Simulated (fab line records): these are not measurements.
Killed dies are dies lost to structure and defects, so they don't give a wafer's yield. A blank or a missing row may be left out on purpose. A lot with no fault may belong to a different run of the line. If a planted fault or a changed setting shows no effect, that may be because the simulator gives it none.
Chamber matching ; flow n5_finfet ; ald_hk-02 running N5_HKMG_FIN_ALD_75: 4 sister chambers
The step deposits Al2O3, target thk 1 nm, co reactant pulse time 1 s. 14 wafers are shown with their chamber, then 7 later ones without.

EACH WAFER AND ITS CHAMBER
wafer;chamber;heater_power_w (W);precursor_pulse_height_rel
L074.2;3;148;1.004
L074.5;3;147;0.991
L074.6;0;129;1.020
L076.1;0;133;1.011
L076.3;3;145;1.038
L076.5;2;122;0.971
L079.3;2;129;0.982
L079.5;3;144;0.998
L079.6;2;126;1.011
L085.1;3;150;1.036
L085.3;0;131;1.001
L085.4;2;126;1.013
L087.1;3;144;0.995
L087.4;1;127;0.987

SIGNATURES (averages over the wafers above)
reading;chamber 0;chamber 1;chamber 2;chamber 3;scatter within a chamber
heater_power_w;131.00;127.00;125.75;146.33;2.49
precursor_pulse_height_rel;1.01067;0.98700;0.99425;1.01033;0.0193
Rule: for a wafer and a chamber, the distance is found by dividing, reading by reading, the gap between the wafer's reading and the chamber's mean by the reading's scatter, squaring, summing and taking the root. The wafer belongs to the nearest chamber; if the next one is less than 2 further off, it can't be placed. How the scatter is found: for the shown wafers, subtract from each reading the mean of its chamber, square and add these, divide the total by (wafers less chambers), then take the root.

WAFERS WITH NO CHAMBER GIVEN
wafer;heater_power_w (W);precursor_pulse_height_rel
L087.5;130;1.007
L090.2;147;1.009
L090.4;130;0.988
L090.5;148;1.020
L093.1;131;1.000
L093.2;146;1.009
L093.6;130;0.983

WHICH CHAMBER EACH ONE RAN IN
wafer;from the rows above;in truth
L087.5;can't be placed: 0 or 1 or 2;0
L090.2;3;3
L090.4;can't be placed: 1 or 0 or 2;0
L090.5;3;3
L093.1;can't be placed: 0 or 1 or 2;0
L093.2;3;3
L093.6;can't be placed: 1 or 0 or 2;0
3 of 7 placed correctly. Cannot be placed on the basis of these rows: 4; the candidates contain the true chamber in 4. 0 placed wrongly.
